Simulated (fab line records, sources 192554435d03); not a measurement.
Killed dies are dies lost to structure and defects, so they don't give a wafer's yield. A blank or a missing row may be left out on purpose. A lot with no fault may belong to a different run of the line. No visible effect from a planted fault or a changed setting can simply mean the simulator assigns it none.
fab line records	flow n5Finfet
[record] lots = 5	wafers = 15	lastDay = 15
route steps=1938 shown BEOL_M4@1099 BEOL_M5@1112 BEOL_M12@1608 PASSIVATION@1936
lots untouched by any fault: they come from a run of this same line in which no faults occurred
startH: hours from the record's opening day to when the first of the lot's shown wafers began	waitH: hours from the lot's prior step to this one	" the same as in the row above	L1.1+2: a single row standing in for several wafers	- no value present, or no start provided	* or withheld: withheld	< > ~ a bound
route shown NAME@n: names a module that has steps shown in the file, with the first one's number in the route	usual: mean/standard deviation of fault-free wafers	same: alike in all rows	chamber/n: place in a boat	sites: readings site by site	_std_site: the values' standard deviation	_edge_site: outer sites' mean less inner sites'	radiusMm: for every site, how far away it sits from the centre of the wafer	mask NAME#n: copy n	behind: the most recent tool/chamber to have shaped the wafer	hold: reason for holding the lot/hours on hold/outcome of the hold	device: whichever transistor did not switch (one of n, p or np)	end of line: tests of these same wafers at the route's end	for a step that has no rows: nothing shown but its recipe	killed: the dies lost at the first sort to structure and to defects; this is not the yield of the wafer	map: the dies of a wafer, with x for killed, . for not killed, _ for no die there
set.NAME: the run value of the setting; set.NAME@STEP: its run value at that earlier step	model.NAME: the simulator's own value behind a step, which no gauge read
lots at some steps of the route; a table a step, a row a wafer
services: a tool's chamber out of use, with start hour (startH, from the record's first day; less than 0 if before it), hours out, and reason
[[steps]]
[step N5_BEOL_M4_ANNEAL_95]
[recipe] tempC = 400	timeS = 240	ambient = vacuum
[step N5_BEOL_M4_SPUTTER_96]
[recipe] material = Cu	targetThkA = 45	tempC = -20	chamberPressurePa = 0.07	powerW = withheld	timeS = 8.29
[step N5_BEOL_M4_ECD_50]
[recipe] material = Cu	targetThkA = 3000
[step N5_BEOL_M4_ANNEAL_51]
[recipe] tempC = 225	timeS = 90	ambient = N2
[step N5_BEOL_M4_CMP_52]
[recipe] stopOn = SiOC	tOverpolishS = 6.8	downForcePsi = 1	platenRpm = 50	clearingPlatenDownForcePsi = 1.5	clearingPlatenRpm = 50	postCmpClean = cuAlkaline	targetThkNm = 40	clearingPlatenPadVelocityMS = 0.99484	padVelocityMS = 0.99484
[step N5_BEOL_M4_PRE_CLEAN_60]
[recipe] gas = NH3/H2	timeS = 15	tempC = *	rfPowerW = 300
[step N5_BEOL_M4_CO_CAP_55]
[recipe] material = Co	targetThkA = 20	tempC = 200	precursor = CCTBA/H2	pressureTorr = 30	timeS = 102.1
[step N5_BEOL_M4_PRE_CLEAN_56]
[recipe] gas = NH3	timeS = 15	tempC = withheld	rfPowerW = 300
[step N5_BEOL_M4_DEP_57]
[recipe] material = SiCN	targetThkA = 80	tempC = withheld	precursor = 3MS/NH3	pressureTorr = 3	rfW = 202	timeS = 14
[step N5_BEOL_M4_RC_MEAS_101]
[usual] DIBL_N = 36.3/2.2	DIBL_P = 36.0/2.4	IOFF_N = 0.16/0.042	IOFF_P = 0.22/0.041	ION_N = 672/14	ION_P = 462/7.9	SS_N = 71.7/0.76	SS_P = 73.3/0.72	VT_N = 250/3.6	VT_P = -249/3
lot.wafer	tool	chamber	startH	waitH	DIBL_N[mV/V]	DIBL_P[mV/V]	IOFF_N[nA/um]	IOFF_P[nA/um]	ION_N[uA/um]	ION_P[uA/um]	SS_N[mV/dec]	SS_P[mV/dec]	VT_N[mV]	VT_P[mV]
L800.3	prober-02	0	176.06	0.3	37.1	36.9	0.17	0.24	673	463	71.3	72.7	251	-247
L800.4	"	0	"	"	36.5	36.9	0.18	0.25	672	465	70.9	73.6	246	-246
L800.6	"	0	"	"	37.1	37.1	0.16	0.25	666	460	72.0	73.4	250	-248
L802.3	prober-01	0	180.81	0.3	35.3	35.1	0.15	0.23	657	461	72.3	73.7	248	-248
L802.4	"	0	"	"	37.7	38.0	0.20	0.25	682	467	71.8	74.6	248	-244
L802.6	"	0	"	"	34.8	34.8	0.15	0.22	660	458	72.1	73.6	251	-245
L803.2	prober-02	0	192.12	0.2	36.5	37.3	0.15	0.23	654	455	72.0	73.1	253	-251
L803.4	"	0	"	"	33.4	33.7	0.13	0.18	669	462	70.8	72.4	252	-253
L803.5	"	0	"	"	36.3	37.2	0.16	0.24	667	464	71.6	73.4	248	-249
L804.1	prober-02	0	194.70	0.0	38.5	37.0	0.20	0.26	686	468	71.7	73.8	243	-248
L804.4	"	0	"	"	33.8	30.4	0.11	0.15	649	450	70.4	72.4	253	-252
L804.5	"	0	"	"	35.6	34.4	0.14	0.20	681	464	70.5	72.6	249	-248
L813.2	prober-02	0	266.07	0.2	33.7	35.6	0.13	0.21	661	466	70.9	72.8	253	-248
L813.4	"	0	"	"	32.2	33.7	0.11	0.18	659	461	70.5	73.8	255	-250
L813.6	"	0	"	"	36.8	39.1	0.18	0.25	672	465	72.0	74.0	248	-251
[step N5_BEOL_M5_ILD_DEP_00]
[recipe] material = SiCOH_lowk	targetThkA = 1406.4	tempC = 300	precursor = DEMS/porogen	pressureTorr = 5	rfW = 500	timeS = 25.9
[step N5_BEOL_M5_CURE_79]
[recipe] tempC = 385	timeS = 240	ambient = He/Ar	material = SiCOH_lowk
[step N5_BEOL_M5_PECVD_70]
[recipe] material = SiO2	targetThkA = 160	tempC = 400	precursor = TEOS/O2	pressureTorr = 5.5	rfW = 450	teosFlowSccm = 53.8	gas = O2	flowSccm = 3000	timeS = 18
[step N5_BEOL_M5_HM_DEP_02]
[recipe] material = TiN	targetThkA = 200	tempC = 25	chamberPressurePa = 0.49996
[step N5_BEOL_M5_COAT_59]
[recipe] resist = SOC	tempC = 250	timeS = 60	spinRpm = 1500	resistThkNm = 60
[step N5_BEOL_M5_COAT_60]
[recipe] resist = SiARC	tempC = 220	timeS = 60	spinRpm = 1500	resistThkNm = 12
[step N5_BEOL_M5_COAT_71]
[recipe] resist = underlayer	tempC = 205	timeS = 60	spinRpm = 1500	resistThkNm = 5
[step N5_BEOL_M5_COAT_05]
[recipe] resist = CAR-EUV	spinRpm = 1500	resistThkNm = 30
[step N5_BEOL_M5_EBR_07]
[recipe] solvent = PGMEA	ebrWidthMm = 1.5
[step N5_BEOL_M5_SOFTBAKE_06]
[recipe] tempC = 110	timeS = 60	resist = CAR-EUV
[step N5_BEOL_M5_EXPOSE_08]
[recipe] maskId = M5	na = 0.33	sourceShape = annular	sigmaInner = 0.4	sigmaOuter = 0.8	polarization = unpolarized	targetCdNm = 28	doseMj = 35.75
[step N5_BEOL_M5_PEB_09]
[recipe] pebTempC = 100	pebTimeS = 60	resist = CAR-EUV
[step N5_BEOL_M5_DEVELOP_10]
[recipe] developTimeS = 30	developer = TMAH	resist = CAR-EUV	rinseLiquid = surfactantRinse	dry = airSpin	devTempC = 23
[step N5_BEOL_M5_DESCUM_16]
[recipe] chemistry = O2	timeS = 7	sourcePowerW = 50	biasPowerW = 20	pressureMtorr = 20	rfFrequencyHz = 2.712e+07	tempC = 40	resist = CAR-EUV	o2FlowSccm = 225
[step N5_BEOL_M5_ETCH_72]
[recipe] chemistry = N2/H2	target = underlayer	targetDepthA = 65	maskMaterial = CAR-EUV	timeS = 5.2	ionEnergyEv = 200	pressureMtorr = 30	sourceW = 840	biasW = 150	n2FlowSccm = 200	h2FlowSccm = 200	ends = cleared
[step N5_BEOL_M5_ETCH_61]
[recipe] chemistry = CF4	target = SiARC	targetDepthA = 156	maskMaterial = CAR-EUV	timeS = 26	ionEnergyEv = 80	pressureMtorr = 40	sourceW = 545	biasW = 36	Ar_flow_sccm = 100	cf4FlowSccm = 100	ends = cleared
[step N5_BEOL_M5_ETCH_62]
[recipe] chemistry = N2/H2	target = SOC	targetDepthA = 750	overetchA = 150	maskMaterial = SiARC	tempC = 40	timeS = 112.5	ionEnergyEv = 200	pressureMtorr = 30	sourceW = 840	biasW = 150	n2FlowSccm = 200	h2FlowSccm = 200
[step N5_BEOL_M5_STRIP_63]
[recipe] chemistry = N2/H2	tempC = 40	n2FlowSccm = 200	h2FlowSccm = 200	rfFrequencyHz = 6e+07
[step N5_BEOL_M5_STRIP_73]
[recipe] chemistry = N2/H2	tempC = 40	n2FlowSccm = 200	h2FlowSccm = 200	rfFrequencyHz = 6e+07
[step N5_BEOL_M5_STRIP_64]
[recipe] chemistry = CF4	resist = SiARC	powerW = 300	biasPowerW = 75	pressureMtorr = 50	cf4FlowSccm = 150	rfFrequencyHz = 6e+07
[step N5_BEOL_M5_HM_OPEN_17]
[recipe] chemistry = Cl2/BCl3	targetDepthA = 200	overetchA = 60	target = TiN	maskMaterial = SOC	ionEnergyEv = 150	pressureMtorr = 10	icpW = 1000	biasW = 126	Cl2_flow_sccm = 53.25	bcl3FlowSccm = 21.75	Ar_flow_sccm = 25
[step N5_BEOL_M5_STRIP_19]
[recipe] chemistry = O2	powerW = 400	tempC = 40	pressureMtorr = 30	rfFrequencyHz = 6e+07	biasPowerW = 0	overashFraction = 0.2	o2FlowSccm = 225
[step N5_BEOL_M5_COAT_65]
[recipe] resist = SOC	tempC = 250	timeS = 60	spinRpm = 1500	resistThkNm = 60
[step N5_BEOL_M5_COAT_66]
[recipe] resist = SiARC	tempC = 220	timeS = 60	spinRpm = 1500	resistThkNm = 12
[step N5_BEOL_M12_EXPOSE_07]
[recipe] maskId = V11	na = 0.93	sourceShape = conventional	sigmaOuter = 0.6	polarization = unpolarized	attpsmPhaseDeg = 180	doseMj = 32.5
[same] na = 0.93	sigmaOuter = 0.6
lot.wafer	tool	chamber	startH	waitH	mask
L800.3+4+6	krfScanner-02	0	234.77	-	V11#0
L802.3+4+6	krfScanner-02	0	240.49	-	V11#0
L804.1+4+5	krfScanner-02	0	252.98	-	V11#0
L803.2+4+5	krfScanner-02	0	253.48	-	V11#0
L813.2+4+6	krfScanner-01	0	326.91	-	V11#0
[step N5_BEOL_M12_CD_MEAS_10]
[recipe] targetCdNm = 140	landingEnergyEv = 500	detector = seInlens	polarity = opening
[usual] cdNm = 141.1/2.4
lot.wafer	tool	chamber	startH	waitH	cdNm
L800.3	cdSem-03	0	234.94	-	138.7
L800.4	"	0	"	"	138.5
L800.6	"	0	"	"	139.2
L802.3	cdSem-03	0	240.65	-	142.8
L802.4	"	0	"	"	101.9
L802.6	"	0	"	"	142.1
L804.1	cdSem-01	0	253.16	-	104.4
L804.4	"	0	"	"	104.2
L804.5	"	0	"	"	139.2
L803.2	cdSem-02	0	253.64	-	102.9
L803.4	"	0	"	"	103.5
L803.5	"	0	"	"	140.3
L813.2	cdSem-02	0	327.07	-	138.4
L813.4	"	0	"	"	141.4
L813.6	"	0	"	"	141.2
[step N5_PASSIVATION_PROBE_49]
[usual] defectLimitedYield = 91.3/1.7	killed_at_M0_to_M3 = 33/9.9	killed_at_M4_up = 14/6.4	killedAtContacts = 12/7	killedAtFrontEnd = 41/13	killedAtOther = 3.1/2.9	killedDies = 103/20	killedOnRim = 13/4	killedOpen = 67/14	killedShort = 34/9.4	sort_bin_5_function = 5.1/1.1	sort_bin_6_memory = 3.2/0.79	sort_bin_8_speed = 0.02/0.15	sortNPass = 1077/21	sortYieldPct = 91.2/1.7
[same] grossDies = 1180	killedAtBackSide = 0	sort_bin_4_leakage[%] = 0
lot.wafer	tool	chamber	startH	waitH	defectLimitedYield[%]	killed_at_M0_to_M3	killed_at_M4_up	killedAtContacts	killedAtFrontEnd	killedAtOther	killedDies	killedOnRim	killedOpen	killedShort	sort_bin_5_function[%]	sort_bin_6_memory[%]	sort_bin_8_speed[%]	sortNPass	sortYieldPct[%]
L802.4	prober-02	-	279.32	0.2	0.2	33	1088	6	50	1	1178	152	76	27	96.7	2.7	0	2	0.2
L804.1	prober-02	-	290.51	0.5	0.4	33	1091	22	28	1	1175	152	73	24	96.9	2.5	0	5	0.4
L804.4	prober-02	-	290.66	0.7	0.8	33	1076	12	42	7	1170	152	73	35	95.5	3.6	0	10	0.8
L804.5	prober-02	-	290.71	0.7	93.3	22	11	11	22	13	79	9	56	23	4.0	2.4	0	1101	93.3
L803.2	prober-01	-	291.35	0.1	0.3	43	1077	9	48	0	1177	152	62	44	96.1	3.3	0	3	0.3
L803.4	prober-01	-	291.45	0.2	0.1	14	1096	19	47	3	1179	152	64	33	96.1	3.6	0	1	0.1
L813.2	prober-01	-	362.93	0.1	84.7	39	18	30	89	4	180	28	116	63	9.1	5.8	0	1000	84.7
L813.4	prober-01	-	363.03	0.2	90.8	45	7	13	39	4	108	14	66	41	5.0	3.9	0	1072	90.8
L813.6	prober-01	-	363.13	0.3	85.8	57	12	25	62	11	167	23	102	64	7.9	5.8	0	1013	85.8
// killed by level:class
L802.4 BEOL_M12:areaExpose=1073 STI_FIN_REVEAL:geometricParticle:open=15 GATE_CUT:geometricParticle:open=9 GATE_CUT:geometricParticle:short=8 BEOL_M0_SAQP:geometricParticle:open=8 BEOL_M2:geometricParticle:open=7 BEOL_M4:geometricParticle:open=7 BEOL_M3:geometricParticle:open=6
L804.1 BEOL_M12:areaExpose=1078 MOL_CONTACT_COAG:geometricParticle:open=18 STI_FIN_REVEAL:geometricParticle:open=11 BEOL_M4:geometricParticle:open=9 BEOL_M3:geometricParticle:open=7 BEOL_M1:geometricParticle:open=7 BEOL_M0_SAQP:geometricParticle:open=6 BEOL_M0_SAQP:geometricParticle:short=4
L804.4 BEOL_M12:areaExpose=1062 FIN_SAQP:geometricParticle:short=14 STI_FIN_REVEAL:geometricParticle:open=10 MOL_CONTACT_COAG:geometricParticle:open=9 BEOL_M1:geometricParticle:open=8 BEOL_M2:geometricParticle:open=8 FIN_SAQP:geometricParticle:open=7 BEOL_M0_SAQP:geometricParticle:open=5
L804.5 MOL_CONTACT_COAG:geometricParticle:open=11 BEOL_M4:geometricParticle:open=8 BEOL_M3:geometricParticle:open=7 BEOL_M1:geometricParticle:open=5 STI_FIN_REVEAL:geometricParticle:open=4 BEOL_M0_SAQP:geometricParticle:open=4 PASS1_CAP:geometricParticle:short=4 STARTING-WAFER:geometricParticle:open=4
L803.2 BEOL_M12:areaExpose=1070 STI_FIN_REVEAL:geometricParticle:open=17 BEOL_M0_SAQP:geometricParticle:short=11 BEOL_M0_SAQP:geometricParticle:open=10 BEOL_M1:geometricParticle:open=9 DUMMY_GATE:geometricParticle:open=6 GATE_CUT:geometricParticle:short=6 MOL_CONTACT_COAG:geometricParticle:open=5
L803.4 BEOL_M12:areaExpose=1082 STI_FIN_REVEAL:geometricParticle:open=17 MOL_CONTACT_COAG:geometricParticle:open=15 BEOL_M0_SAQP:geometricParticle:short=7 FIN_SAQP:geometricParticle:short=6 DUMMY_GATE:geometricParticle:open=5 FIN_SAQP:geometricParticle:open=4 MOL_CONTACT_COAG:geometricParticle:short=4
L813.2 STI_FIN_REVEAL:geometricParticle:open=37 MOL_CONTACT_COAG:geometricParticle:open=24 FIN_SAQP:geometricParticle:short=11 FIN_SAQP:geometricParticle:open=10 GATE_CUT:geometricParticle:short=9 BEOL_M0_SAQP:geometricParticle:short=8 STI_FIN_REVEAL:geometricParticle:short=7 BEOL_M2:geometricParticle:open=7
L813.4 BEOL_M2:geometricParticle:open=16 GATE_CUT:geometricParticle:short=13 MOL_CONTACT_COAG:geometricParticle:open=10 BEOL_M3:geometricParticle:open=7 STI_FIN_REVEAL:geometricParticle:open=5 BEOL_M0_SAQP:geometricParticle:short=5 BEOL_M1:geometricParticle:open=5 STARTING-WAFER:geometricParticle:open=5
L813.6 BEOL_M0_SAQP:geometricParticle:short=20 STI_FIN_REVEAL:geometricParticle:open=20 MOL_CONTACT_COAG:geometricParticle:open=20 BEOL_M0_SAQP:geometricParticle:open=14 FIN_SAQP:geometricParticle:open=9 FIN_SAQP:geometricParticle:short=9 GATE_CUT:geometricParticle:short=7 BEOL_M2:geometricParticle:open=7
// map L802.4 (x killed, . not)
_________________xxxxxxxxxxxx________________
______________xxxxxxxxxxxxxxxxxx_____________
___________xxxxxxxxxxxxxxxxxxxxxxxx__________
__________xxxxxxxxxxxxxxxxxxxxxxxxxx_________
________xxxxxxxxxxxxxxxxxxxxxxxxxxxxxx_______
_______xxxxxxxxxxxxxxxxxxxxxxxxxxxxxxxx______
______xxxxxxxxxxxxxxxxxxxxxxxxxxxxxxxxxx_____
_____xxxxxxxxxxxxxxxxxxxxxxxxxxxxxxxxxxxx____
____xxxxxxxxxxxxxxxxxxxxxxxxxxxxxxxxxxxxxx___
___xxxxxxxxxxxxxxxxxxxxxxxxxxxxxxxxxxxxxxxx__
___xxxxxxxxxxxxxxxxxxxxxxxxxxxxxxxxxxxxxxxx__
__xxxxxxxxxxxxxxxxxxxxxxxxxxxxxxxxxxxxxxxxxx_
__xxxxxxxxxxxxxxxx.xxxxxxxxxxxxxxxxxxxxxxxxx_
_xxxxxxxxxxxxxxxxxxxxxxxxxxxxxxxxxxxxxxxxxxxx
_xxxxxxxxxxxxxxxxxxxxxxxxxxxxxxxxxxxxxxxxxxxx
_xxxxxxxxxxxxxxxxxxxxxxxxxxxxxxxxxxxxxxxxxxxx
_xxxxxxxxxxxxxxxxxxxxxxxxxxxxxxxxxxxxxxxxxxxx
_xxxxxxxxxxxxxxxxxxxxxxxxxxxxxxxxxxxxxxxxxxxx
_xxxxxxxxxxxxxxxxxxxxxxxxxxxxxxxxxxxxxxxxxxxx
_xxxxxxxxxxxxxxxxxxxxxxxxxxxxxxxxxxxxxxxxxxxx
_xxxxxxxxxxxxxxxxxxxxxxxxxxxxxxxxxxxxxxxxxxxx
__xxxxxxxxxxxxxxxxxxxxxxxxxxxxxxxxxxxxxxxxxx_
__xxxxxxxxxxxxxxxxxxxxxxxxxxxxxxxxxxxxxxxxxx_
___xxxxxxxxxxxxxxxxxxxxxxxxxxxxxxxxxxxxxxxx__
___xxxxxxxxxxxxxxxxxxxxxxxxxxxxxxxxxxxxxxxx__
____xxxxxxxxxxxxxxxxxxxxxxxxxxxxxxxxxxxxxx___
_____xxxxxxxxxxxxxxxxxxx.xxxxxxxxxxxxxxxx____
______xxxxxxxxxxxxxxxxxxxxxxxxxxxxxxxxxx_____
_______xxxxxxxxxxxxxxxxxxxxxxxxxxxxxxxx______
________xxxxxxxxxxxxxxxxxxxxxxxxxxxxxx_______
__________xxxxxxxxxxxxxxxxxxxxxxxxxx_________
___________xxxxxxxxxxxxxxxxxxxxxxxx__________
______________xxxxxxxxxxxxxxxxxx_____________
_________________xxxxxxxxxxxx________________
// map L803.4 (x killed, . not)
_________________xxxxxxxxxxxx________________
______________xxxxxxxxxxxxxxxxxx_____________
___________xxxxxxxxxxxxxxxxxxxxxxxx__________
__________xxxxxxxxxxxxxxxxxxxxxxxxxx_________
________xxxxxxxxxxxxxxxxxxxxxxxxxxxxxx_______
_______xxxxxxxxxxxxxxxxxxxxxxxxxxxxxxxx______
______xxxxxxxxxxxxxxxxxxxxxxxxxxxxxxxxxx_____
_____xxxxxxxxxxxxxxxxxxxxxxxxxxxxxxxxxxxx____
____xxxxxxxxxxxxxxxxxxxxxxxxxxxxxxxxxxxxxx___
___xxxxxxxxxxxxxxxxxxxxxxxxxxxxxxxxxxxxxxxx__
___xxxxxxxxxxxxxxxxxxxxxxxxxxxxxxxxxxxxxxxx__
__xxxxxxxxxxxxxxxxxxxxxxxxxxxxxxxxxxxxxxxxxx_
__xxxxxxxxxxxxxxxxxxxxxxxxxxxxxxxxxxxxxxxxxx_
_xxxxxxxxxxxxxxxxxxxxxxxxxxxxxxxxxxxxxxxxxxxx
_xxxxxxxxxxxxxxxxxxxxxxxxxxxxxxxxxxxxxxxxxxxx
_xxxxxxxxxxxxxxxxxxxxxxxxx.xxxxxxxxxxxxxxxxxx
_xxxxxxxxxxxxxxxxxxxxxxxxxxxxxxxxxxxxxxxxxxxx
_xxxxxxxxxxxxxxxxxxxxxxxxxxxxxxxxxxxxxxxxxxxx
_xxxxxxxxxxxxxxxxxxxxxxxxxxxxxxxxxxxxxxxxxxxx
_xxxxxxxxxxxxxxxxxxxxxxxxxxxxxxxxxxxxxxxxxxxx
_xxxxxxxxxxxxxxxxxxxxxxxxxxxxxxxxxxxxxxxxxxxx
__xxxxxxxxxxxxxxxxxxxxxxxxxxxxxxxxxxxxxxxxxx_
__xxxxxxxxxxxxxxxxxxxxxxxxxxxxxxxxxxxxxxxxxx_
___xxxxxxxxxxxxxxxxxxxxxxxxxxxxxxxxxxxxxxxx__
___xxxxxxxxxxxxxxxxxxxxxxxxxxxxxxxxxxxxxxxx__
____xxxxxxxxxxxxxxxxxxxxxxxxxxxxxxxxxxxxxx___
_____xxxxxxxxxxxxxxxxxxxxxxxxxxxxxxxxxxxx____
______xxxxxxxxxxxxxxxxxxxxxxxxxxxxxxxxxx_____
_______xxxxxxxxxxxxxxxxxxxxxxxxxxxxxxxx______
________xxxxxxxxxxxxxxxxxxxxxxxxxxxxxx_______
__________xxxxxxxxxxxxxxxxxxxxxxxxxx_________
___________xxxxxxxxxxxxxxxxxxxxxxxx__________
______________xxxxxxxxxxxxxxxxxx_____________
_________________xxxxxxxxxxxx________________
[[services]]
tool	chamber	startH	hours	kind
krfScanner-01	-	211.94	0.8	pm
krfScanner-01	-	214.85	11.6	pm
krfScanner-02	-	230.77	0.8	pm
krfScanner-01	-	231.52	1.0	pm
krfScanner-02	-	237.42	1.0	pm
krfScanner-02	-	263.54	1.3	pm
krfScanner-02	-	274.51	0.7	repair
krfScanner-01	-	281.71	1.3	pm
krfScanner-01	-	309.04	1.7	repair
krfScanner-02	-	317.19	1.3	repair
krfScanner-02	-	325.33	4.4	pm
[[key]]
[firstSign] step = N5_BEOL_M12_CD_MEAS_10	reading = cdNm	direction = down	sigmas = 16	usual = 141.1	struck = 103.4
[effect] step = N5_PASSIVATION_PROBE_49	reading = killed_at_M4_up	direction = up	sigmas = 99+	usual = 14	struck = 1086
[moreKillsBornAt] N5_BEOL_M12_EXPOSE_07@krfScanner-02 = 5365
metAt N5_BEOL_M12_EXPOSE_07
struckWafers L802.4,L803.2,L803.4,L804.1,L804.4
laterRowsLeftOut L802.4,L803.2,L803.4,L804.1,L804.4
onsetBetween 234.77 240.49
[fault] kind = processParameterDrift	tool = krfScanner-02	chamber = -	onsetH = 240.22	steps = N5_BEOL_M12_EXPOSE_07	channel = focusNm	offset = 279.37	shape = step	endH = 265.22	scope = struckWafersOnly
// laterRowsLeftOut: the simulator's readings of these wafers behind a module that went badly wrong aren't trusted and aren't shown, but for the sort
